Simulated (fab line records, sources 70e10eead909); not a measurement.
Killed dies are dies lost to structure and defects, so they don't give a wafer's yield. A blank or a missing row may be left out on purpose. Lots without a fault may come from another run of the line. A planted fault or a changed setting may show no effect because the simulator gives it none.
Which tool did it? | flow nand_harc | 24 lots, 72 wafers sampled, at 6 steps of a route of 1302

WHAT THE GAUGES READ, wafer by wafer
The record holds no reading of a measuring or inspecting step that can be judged against a usual standard deviation.

WHICH TOOL RAN EACH LOT (tool, then ch and the chambers of the sampled wafers, then the start)
lot  | NHARC_A_STAIRCASE_STRIP_476        | NHARC_A_STAIRCASE_CMP_450     | NHARC_A_STAIRCASE_CMP_152     | NHARC_A_STAIRCASE_CMP_472     | NHARC_A_SGD_CUT_ETCHBACK_24        | NHARC_A_SGD_CUT_STRIP_28
L074 | rie_diel-03 ch 0,1,3, day 17 02:28 | cmp-04 ch 2,3, day 18 23:23   | cmp-04 ch 2,3, day 18 23:28   | cmp-04 ch 0,1,3, day 19 00:58 | rie_diel-06 ch 0,1,2, day 19 08:58 | rie_diel-06 ch 1,3, no start
L075 | rie_diel-02 ch 1,2,3, day 17 08:22 | cmp-04 ch 0,3, day 19 02:27   | cmp-04 ch 0,3, day 19 02:31   | cmp-03 ch 0,3, day 19 04:00   | rie_diel-10 ch 1,3, day 19 08:58   | rie_diel-10 ch 1,3, no start
L076 | rie_diel-02 ch 1,2,3, day 17 22:05 | cmp-03 ch 0,2,3, day 19 17:40 | cmp-03 ch 0,2,3, day 19 17:45 | cmp-03 ch 0,1,3, day 19 19:07 | rie_diel-06 ch 0,1,2, day 20 03:44 | rie_diel-06 ch 1,2,3, no start
L077 | rie_diel-03 ch 0,1, day 18 17:35   | cmp-01 ch 0,1,2, day 20 10:07 | cmp-01 ch 0,1,2, day 20 10:11 | cmp-04 ch 0,1,3, day 20 11:50 | rie_diel-13 ch 0,2,3, day 20 21:07 | rie_diel-13 ch 0,3, no start
L078 | rie_diel-02 ch 0,1,3, day 18 22:38 | cmp-01 ch 0,3, day 20 19:36   | cmp-01 ch 0,3, day 20 19:40   | cmp-04 ch 0,1,3, day 20 21:07 | rie_diel-13 ch 0,2,3, day 21 04:49 | rie_diel-13 ch 0,1,3, no start
L079 | rie_diel-03 ch 0,2,3, day 19 10:54 | cmp-01 ch 0,1,3, day 21 07:23 | cmp-01 ch 0,1,3, day 21 07:27 | cmp-03 ch 1,2,3, day 21 08:49 | rie_diel-06 ch 1,2,3, day 21 16:23 | rie_diel-06 ch 0,2,3, no start
L080 | rie_diel-08 ch 1,2, day 19 12:52   | cmp-04 ch 0,2, day 21 03:17   | cmp-04 ch 0,2, day 21 03:22   | cmp-03 ch 0,2,3, day 21 04:47 | rie_diel-13 ch 0,2,3, day 21 12:42 | rie_diel-13 ch 0,2, no start
L083 | rie_diel-02 ch 0,1,3, day 20 10:20 | cmp-03 ch 0,2,3, day 22 10:11 | cmp-03 ch 0,2,3, day 22 10:16 | cmp-01 ch 0,1,3, day 22 11:41 | rie_diel-10 ch 0,1,2, day 22 20:16 | rie_diel-10 ch 0,1,2, no start
L081 | rie_diel-08 ch 1,2, day 20 12:43   | cmp-04 ch 0,1,3, day 22 10:47 | cmp-04 ch 0,1,3, day 22 10:52 | cmp-04 ch 0,1,3, day 22 12:24 | rie_diel-06 ch 1,2, day 22 20:16   | rie_diel-06 ch 2,3, no start
L082 | rie_diel-03 ch 0,3, day 20 16:05   | cmp-01 ch 1,2,3, day 22 10:02 | cmp-01 ch 1,2,3, day 22 10:07 | cmp-04 ch 0,1,2, day 22 11:38 | rie_diel-06 ch 1,2,3, day 22 20:21 | rie_diel-06 ch 0,2,3, no start
L084 | rie_diel-08 ch 2,3, day 21 21:28   | cmp-03 ch 0,1, day 23 23:26   | cmp-03 ch 0,1, day 23 23:31   | cmp-01 ch 0,1,3, day 24 01:01 | rie_diel-06 ch 0,1,2, day 24 08:42 | rie_diel-06 ch 0,1, no start
L086 | rie_diel-02 ch 0,1,3, day 22 04:24 | cmp-04 ch 0,1,3, day 23 22:55 | cmp-04 ch 0,1,3, day 23 22:59 | cmp-04 ch 0,1,3, day 24 00:46 | rie_diel-10 ch 1,2, day 24 08:49   | rie_diel-10 ch 0,1,3, no start
L085 | rie_diel-08 ch 0,2,3, day 22 04:58 | cmp-01 ch 0,1,3, day 23 23:09 | cmp-01 ch 0,1,3, day 23 23:13 | cmp-03 ch 1,2, day 24 00:38   | rie_diel-13 ch 0,2, day 24 08:40   | rie_diel-13 ch 2,3, no start
L087 | rie_diel-08 ch 1,3, day 22 14:39   | cmp-03 ch 0,1, day 24 09:00   | cmp-03 ch 0,1, day 24 09:05   | cmp-04 ch 0,3, day 24 10:28   | rie_diel-10 ch 0,2, day 24 17:59   | rie_diel-10 ch 1,2, no start
L088 | rie_diel-08 ch 1,2,3, day 23 00:04 | cmp-04 ch 0,2,3, day 24 19:51 | cmp-04 ch 0,2,3, day 24 19:55 | cmp-04 ch 0,1,3, day 24 21:22 | rie_diel-13 ch 0,2,3, day 25 05:10 | rie_diel-13 ch 0,2,3, no start
L089 | rie_diel-03 ch 2,3, day 23 00:56   | cmp-04 ch 0,1,3, day 24 19:43 | cmp-04 ch 0,1,3, day 24 19:47 | cmp-01 ch 0,1,2, day 24 21:13 | rie_diel-06 ch 0,1,3, day 25 05:02 | rie_diel-06 ch 1,2, no start
L090 | rie_diel-02 ch 1,2,3, day 23 20:56 | cmp-01 ch 1,2,3, day 26 04:26 | cmp-01 ch 1,2,3, day 26 04:31 | cmp-01 ch 1,2,3, day 26 06:08 | rie_diel-10 ch 1,2, day 26 12:27   | rie_diel-10 ch 0,1,3, no start
L091 | rie_diel-02 ch 2,3, day 23 22:50   | cmp-01 ch 0,3, day 26 03:25   | cmp-01 ch 0,3, day 26 03:29   | cmp-03 ch 1,2,3, day 26 05:04 | rie_diel-06 ch 1,2,3, day 26 12:29 | rie_diel-06 ch 1,2,3, no start
L092 | rie_diel-02 ch 0,2, day 25 06:46   | cmp-04 ch 1,2, day 27 05:17   | cmp-04 ch 1,2, day 27 05:22   | cmp-03 ch 0,1, day 27 06:50   | rie_diel-06 ch 2,3, day 27 14:25   | rie_diel-06 ch 1,2,3, no start
L093 | rie_diel-08 ch 2,3, day 25 07:02   | cmp-01 ch 0,1, day 27 05:08   | cmp-01 ch 0,1, day 27 05:12   | cmp-04 ch 0,2,3, day 27 06:39 | rie_diel-13 ch 1,2, day 27 14:26   | rie_diel-13 ch 0,1,2, no start
L095 | rie_diel-08 ch 2,3, day 25 22:55   | cmp-04 ch 0,3, day 28 02:01   | cmp-04 ch 0,3, day 28 02:05   | cmp-04 ch 2,3, day 28 03:37   | rie_diel-06 ch 0,1,2, day 28 08:54 | rie_diel-06 ch 1,2, no start
L094 | rie_diel-08 ch 0,2, day 26 00:04   | cmp-01 ch 1,2,3, day 28 04:57 | cmp-01 ch 1,2,3, day 28 05:02 | cmp-04 ch 0,1,3, day 28 06:31 | rie_diel-10 ch 2,3, day 28 14:29   | rie_diel-10 ch 1,2, no start
L097 | rie_diel-02 ch 1,2, day 26 08:31   | cmp-03 ch 1,2,3, day 27 23:13 | cmp-03 ch 1,2,3, day 27 23:18 | cmp-03 ch 1,3, day 28 00:40   | rie_diel-13 ch 1,3, day 28 08:52   | rie_diel-13 ch 1,2, no start
L096 | rie_diel-08 ch 0,1,3, day 26 08:52 | cmp-04 ch 0,1,2, day 27 23:41 | cmp-04 ch 0,1,2, day 27 23:46 | cmp-04 ch 1,2,3, day 28 01:10 | rie_diel-10 ch 1,2,3, day 28 08:51 | rie_diel-10 ch 0,1,2, no start
- NHARC_A_STAIRCASE_STRIP_476: strips in O2, time 20 s.
- NHARC_A_STAIRCASE_CMP_450: polishes SiO2, target thk 200 nm.
- NHARC_A_STAIRCASE_CMP_152: polishes.
- NHARC_A_STAIRCASE_CMP_472: polishes SiO2.
- NHARC_A_SGD_CUT_ETCHBACK_24: etches the open film in CH3F/O2, target depth 50 nm, time 92.857 s.
- NHARC_A_SGD_CUT_STRIP_28: strips in O2, time 20 s.

WHAT THE TOOLS THEMSELVES READ (means of the sampled wafers that have a number; where no wafer has one, the mark that the record gives instead)
NHARC_A_STAIRCASE_STRIP_476. Usual: drypump_motor_current_A 6.0 A, standard deviation 0.33; oes_product_au 0.999 a.u., standard deviation 0.0069; rf_vpp_V 57.7 V, standard deviation 0.93; showerhead_plenum_p_Torr 3.54 Torr, standard deviation 0.15; throttle_valve_pct 17.036 %, standard deviation 0.0098.
lot  | tool        | drypump_motor_current_A (A) | oes_product_au (a.u.) | rf_vpp_V (V) | showerhead_plenum_p_Torr (Torr) | throttle_valve_pct (%) | flag
L074 | rie_diel-03 | 5.8                         | 0.996                 | 58.5         | 3.62                            | 17.042                 |
L075 | rie_diel-02 | 6.0                         | 0.999                 | 59.3         | 3.56                            | 17.039                 |
L076 | rie_diel-02 | 6.0                         | 0.997                 | 57.8         | 3.56                            | 17.032                 |
L077 | rie_diel-03 | 5.6                         | 0.997                 | 56.8         | 3.58                            | 17.043                 |
L078 | rie_diel-02 | 5.8                         | 0.996                 | 57.6         | 3.49                            | 17.032                 |
L079 | rie_diel-03 | 6.1                         | 0.998                 | 57.4         | 3.52                            | 17.038                 |
L080 | rie_diel-08 | 6.0                         | 1.001                 | 57.7         | 3.52                            | 17.032                 |
L083 | rie_diel-02 | 5.8                         | 0.999                 | 57.4         | 3.49                            | 17.032                 |
L081 | rie_diel-08 | 6.0                         | 0.994                 | 57.5         | 3.52                            | 17.027                 |
L082 | rie_diel-03 | 6.0                         | 1.006                 | 58.8         | 3.64                            | 17.038                 |
L084 | rie_diel-08 | 6.2                         | 1.015                 | 57.0         | 3.61                            | 17.030                 |
L086 | rie_diel-02 | 5.7                         | 0.991                 | 58.3         | 3.48                            | 17.045                 |
L085 | rie_diel-08 | 6.2                         | 1.000                 | 57.7         | 3.57                            | 17.041                 |
L087 | rie_diel-08 | 6.0                         | 0.999                 | 58.1         | 3.61                            | 17.042                 |
L088 | rie_diel-08 | 6.0                         | 1.002                 | 57.7         | 3.56                            | 17.033                 |
L089 | rie_diel-03 | 6.3                         | 1.004                 | 57.6         | 3.61                            | 17.045                 |
L090 | rie_diel-02 | 6.0                         | 0.994                 | 57.9         | 3.54                            | 17.039                 |
L091 | rie_diel-02 | 6.1                         | 0.995                 | 57.6         | 3.39                            | 17.030                 |
L092 | rie_diel-02 | 6.2                         | 0.997                 | 58.7         | 3.48                            | 17.035                 |
L093 | rie_diel-08 | 6.1                         | 0.997                 | 57.3         | 3.65                            | 17.032                 |
L095 | rie_diel-08 | 6.1                         | 1.002                 | 57.6         | 3.65                            | 17.042                 |
L094 | rie_diel-08 | 6.3                         | 1.006                 | 57.5         | 3.50                            | 17.034                 |
L097 | rie_diel-02 | 5.9                         | 0.993                 | 57.2         | 3.68                            | 17.029                 |
L096 | rie_diel-08 | 6.0                         | 0.995                 | 58.1         | 3.51                            | 17.036                 |

NHARC_A_STAIRCASE_CMP_450. Usual: motor_current_A 12.6 A, standard deviation 0.53; slurry_filter_dp_kPa 13.50 kPa, standard deviation 0.13.
lot  | tool   | motor_current_A (A) | slurry_filter_dp_kPa (kPa) | flag
L074 | cmp-04 | 12.4                | 13.51                      |
L075 | cmp-04 | 13.0                | 13.44                      |
L076 | cmp-03 | 12.5                | 13.43                      |
L077 | cmp-01 | 13.1                | 13.39                      |
L078 | cmp-01 | 12.4                | 13.46                      |
L079 | cmp-01 | 12.6                | 13.45                      |
L080 | cmp-04 | 12.0                | 13.43                      |
L083 | cmp-03 | 12.7                | 13.46                      |
L081 | cmp-04 | 12.9                | 13.51                      |
L082 | cmp-01 | 12.3                | 13.54                      |
L084 | cmp-03 | 13.0                | 13.41                      |
L086 | cmp-04 | 12.9                | 13.49                      |
L085 | cmp-01 | 12.3                | 13.39                      |
L087 | cmp-03 | 12.4                | 13.55                      |
L088 | cmp-04 | 12.9                | 13.54                      |
L089 | cmp-04 | 13.0                | 13.58                      |
L090 | cmp-01 | 12.5                | 13.47                      |
L091 | cmp-01 | 12.2                | 13.51                      |
L092 | cmp-04 | 12.3                | 13.50                      |
L093 | cmp-01 | 12.8                | 13.69                      |
L095 | cmp-04 | 13.2                | 13.60                      |
L094 | cmp-01 | 12.3                | 13.53                      |
L097 | cmp-03 | 12.4                | 13.49                      |
L096 | cmp-04 | 12.0                | 13.48                      |

NHARC_A_STAIRCASE_CMP_152. Usual: motor_current_A 12.5 A, standard deviation 0.57; slurry_filter_dp_kPa 13.50 kPa, standard deviation 0.13.
lot  | tool   | motor_current_A (A) | slurry_filter_dp_kPa (kPa) | flag
L074 | cmp-04 | 13.0                | 13.52                      |
L075 | cmp-04 | 13.0                | 13.50                      |
L076 | cmp-03 | 12.5                | 13.43                      |
L077 | cmp-01 | 12.7                | 13.50                      |
L078 | cmp-01 | 12.2                | 13.42                      |
L079 | cmp-01 | 12.1                | 13.47                      |
L080 | cmp-04 | 12.0                | 13.43                      |
L083 | cmp-03 | 12.5                | 13.60                      |
L081 | cmp-04 | 12.7                | 13.49                      |
L082 | cmp-01 | 12.4                | 13.50                      |
L084 | cmp-03 | 12.7                | 13.56                      |
L086 | cmp-04 | 12.9                | 13.53                      |
L085 | cmp-01 | 12.1                | 13.56                      |
L087 | cmp-03 | 12.5                | 13.44                      |
L088 | cmp-04 | 13.0                | 13.48                      |
L089 | cmp-04 | 12.3                | 13.49                      |
L090 | cmp-01 | 13.0                | 13.51                      |
L091 | cmp-01 | 12.2                | 13.46                      |
L092 | cmp-04 | 11.8                | 13.59                      |
L093 | cmp-01 | 12.3                | 13.52                      |
L095 | cmp-04 | 13.2                | 13.44                      |
L094 | cmp-01 | 12.0                | 13.50                      |
L097 | cmp-03 | 12.4                | 13.53                      |
L096 | cmp-04 | 12.5                | 13.58                      |

NHARC_A_STAIRCASE_CMP_472. Usual: motor_current_A 12.5 A, standard deviation 0.61; slurry_filter_dp_kPa 13.51 kPa, standard deviation 0.14.
lot  | tool   | motor_current_A (A) | slurry_filter_dp_kPa (kPa) | flag
L074 | cmp-04 | 12.5                | 13.50                      |
L075 | cmp-03 | 12.4                | 13.61                      |
L076 | cmp-03 | 12.5                | 13.59                      |
L077 | cmp-04 | 12.7                | 13.57                      |
L078 | cmp-04 | 13.0                | 13.48                      |
L079 | cmp-03 | 12.0                | 13.53                      |
L080 | cmp-03 | 12.5                | 13.52                      |
L083 | cmp-01 | 12.1                | 13.59                      |
L081 | cmp-04 | 12.8                | 13.59                      |
L082 | cmp-04 | 12.0                | 13.58                      |
L084 | cmp-01 | 12.2                | 13.50                      |
L086 | cmp-04 | 12.9                | 13.54                      |
L085 | cmp-03 | 12.2                | 13.59                      |
L087 | cmp-04 | 13.1                | 13.47                      |
L088 | cmp-04 | 12.6                | 13.47                      |
L089 | cmp-01 | 12.9                | 13.58                      |
L090 | cmp-01 | 12.8                | 13.51                      |
L091 | cmp-03 | 12.3                | 13.49                      |
L092 | cmp-03 | 13.0                | 13.48                      |
L093 | cmp-04 | 12.6                | 13.43                      |
L095 | cmp-04 | 12.3                | 13.37                      |
L094 | cmp-04 | 12.2                | 13.61                      |
L097 | cmp-03 | 12.2                | 13.52                      |
L096 | cmp-04 | 12.5                | 13.67                      |

NHARC_A_SGD_CUT_ETCHBACK_24. Usual: drypump_motor_current_A 5.6 A, standard deviation 0.32; oes_product_au 0.97 a.u., standard deviation 0.035; rf_fwd_power_W 496.5 W, standard deviation 1.7; rf_vpp_V 245.0 V, standard deviation 1.9; showerhead_plenum_p_Torr 2.50 Torr, standard deviation 0.13; throttle_valve_pct 20.662 %, standard deviation 0.0094.
lot  | tool        | drypump_motor_current_A (A) | oes_product_au (a.u.) | rf_fwd_power_W (W) | rf_vpp_V (V) | showerhead_plenum_p_Torr (Torr) | throttle_valve_pct (%) | flag
L074 | rie_diel-06 | 5.5                         | 0.94                  | 496.6              | 245.6        | 2.53                            | 20.667                 |
L075 | rie_diel-10 | 5.6                         | 0.94                  | 495.9              | 244.6        | 2.42                            | 20.665                 |
L076 | rie_diel-06 | 5.5                         | 1.00                  | 496.0              | 246.1        | 2.53                            | 20.667                 |
L077 | rie_diel-13 | 5.4                         | 0.92                  | 497.3              | 245.9        | 2.51                            | 20.661                 |
L078 | rie_diel-13 | 5.3                         | 0.94                  | 495.7              | 245.7        | 2.51                            | 20.667                 |
L079 | rie_diel-06 | 5.6                         | 0.99                  | 497.2              | 243.9        | 2.43                            | 20.664                 |
L080 | rie_diel-13 | 5.3                         | 0.93                  | 496.5              | 244.7        | 2.51                            | 20.666                 |
L083 | rie_diel-10 | 5.7                         | 0.92                  | 496.1              | 245.6        | 2.54                            | 20.657                 |
L081 | rie_diel-06 | 5.5                         | 1.00                  | 497.3              | 244.7        | 2.53                            | 20.659                 |
L082 | rie_diel-06 | 5.6                         | 1.00                  | 494.8              | 244.0        | 2.43                            | 20.662                 |
L084 | rie_diel-06 | 5.5                         | 1.00                  | 496.1              | 245.3        | 2.52                            | 20.660                 |
L086 | rie_diel-10 | 5.6                         | 1.01                  | 495.0              | 245.5        | 2.56                            | 20.665                 |
L085 | rie_diel-13 | 5.7                         | 0.99                  | 495.4              | 244.3        | 2.45                            | 20.663                 |
L087 | rie_diel-10 | 5.6                         | 1.00                  | 496.2              | 245.6        | 2.58                            | 20.669                 |
L088 | rie_diel-13 | 5.4                         | 0.99                  | 497.3              | 244.4        | 2.51                            | 20.668                 |
L089 | rie_diel-06 | 5.5                         | 1.00                  | 496.6              | 244.2        | 2.42                            | 20.659                 |
L090 | rie_diel-10 | 5.6                         | 1.01                  | 496.4              | 245.1        | 2.49                            | 20.658                 |
L091 | rie_diel-06 | 5.6                         | 1.00                  | 496.8              | 243.9        | 2.42                            | 20.655                 |
L092 | rie_diel-06 | 5.7                         | 0.93                  | 499.2              | 245.0        | 2.53                            | 20.654                 |
L093 | rie_diel-13 | 5.6                         | 0.92                  | 496.5              | 245.4        | 2.57                            | 20.661                 |
L095 | rie_diel-06 | 5.5                         | 0.93                  | 495.2              | 245.1        | 2.52                            | 20.655                 |
L094 | rie_diel-10 | 5.5                         | 1.01                  | 494.5              | 245.5        | 2.53                            | 20.655                 |
L097 | rie_diel-13 | 5.4                         | 0.92                  | 496.8              | 247.5        | 2.64                            | 20.659                 |
L096 | rie_diel-10 | 5.6                         | 0.99                  | 497.4              | 245.0        | 2.47                            | 20.661                 |

NHARC_A_SGD_CUT_STRIP_28. Usual: drypump_motor_current_A 5.6 A, standard deviation 0.33; oes_product_au 1.001 a.u., standard deviation 0.0091; rf_vpp_V 57.9 V, standard deviation 0.88; showerhead_plenum_p_Torr 3.59 Torr, standard deviation 0.18; throttle_valve_pct 17.034 %, standard deviation 0.0088.
lot  | tool        | drypump_motor_current_A (A) | oes_product_au (a.u.) | rf_vpp_V (V) | showerhead_plenum_p_Torr (Torr) | throttle_valve_pct (%) | flag
L074 | rie_diel-06 | 5.7                         | 1.005                 | 57.1         | 3.35                            | 17.031                 |
L075 | rie_diel-10 | 5.5                         | 1.015                 | 57.7         | 3.44                            | 17.032                 |
L076 | rie_diel-06 | 5.6                         | 0.999                 | 58.2         | 3.49                            | 17.040                 |
L077 | rie_diel-13 | 5.4                         | 1.005                 | 59.4         | 3.70                            | 17.036                 |
L078 | rie_diel-13 | 5.7                         | 0.992                 | 58.0         | 3.70                            | 17.043                 |
L079 | rie_diel-06 | 5.6                         | 0.995                 | 57.0         | 3.62                            | 17.037                 |
L080 | rie_diel-13 | 5.7                         | 1.004                 | 57.2         | 3.52                            | 17.039                 |
L083 | rie_diel-10 | 5.6                         | 0.998                 | 57.8         | 3.64                            | 17.028                 |
L081 | rie_diel-06 | 5.7                         | 1.003                 | 57.3         | 3.49                            | 17.029                 |
L082 | rie_diel-06 | 5.7                         | 1.001                 | 57.7         | 3.62                            | 17.035                 |
L084 | rie_diel-06 | 5.4                         | 1.003                 | 58.8         | 3.61                            | 17.036                 |
L086 | rie_diel-10 | 5.6                         | 1.012                 | 57.2         | 3.52                            | 17.042                 |
L085 | rie_diel-13 | 5.0                         | 0.999                 | 58.2         | 3.58                            | 17.035                 |
L087 | rie_diel-10 | 5.7                         | 1.008                 | 57.3         | 3.58                            | 17.036                 |
L088 | rie_diel-13 | 5.4                         | 0.993                 | 58.0         | 3.60                            | 17.049                 |
L089 | rie_diel-06 | 5.4                         | 1.006                 | 58.1         | 3.48                            | 17.034                 |
L090 | rie_diel-10 | 5.6                         | 0.997                 | 58.3         | 3.52                            | 17.037                 |
L091 | rie_diel-06 | 5.6                         | 1.007                 | 57.6         | 3.48                            | 17.028                 |
L092 | rie_diel-06 | 5.6                         | 1.007                 | 57.0         | 3.48                            | 17.039                 |
L093 | rie_diel-13 | 5.7                         | 0.987                 | 58.3         | 3.60                            | 17.034                 |
L095 | rie_diel-06 | 5.5                         | 1.000                 | 58.8         | 3.63                            | 17.032                 |
L094 | rie_diel-10 | 5.6                         | 1.007                 | 57.8         | 3.66                            | 17.041                 |
L097 | rie_diel-13 | 5.3                         | 0.993                 | 58.7         | 3.58                            | 17.031                 |
L096 | rie_diel-10 | 5.6                         | 1.007                 | 58.7         | 3.63                            | 17.036                 |

THE ANSWER, worked out from the rows above alone
Rule: a lot is off if the mean of its wafers that have a number lies more than 3 standard deviations from the usual mean. A lot without any number at a reading at which 4 lots or more have one is off too. The other lots that the step has rows for count as sound. The gauges are gone through in route order, then the tools' own readings, and for those a lot's mean is taken as printed above. The first step at which some lot is off is used, and at that step the reading that is off furthest; a lot without a number counts as furthest.
No lot is off at any reading shown: from this, nothing can be told.

WHAT THE SIMULATOR HAD PUT IN
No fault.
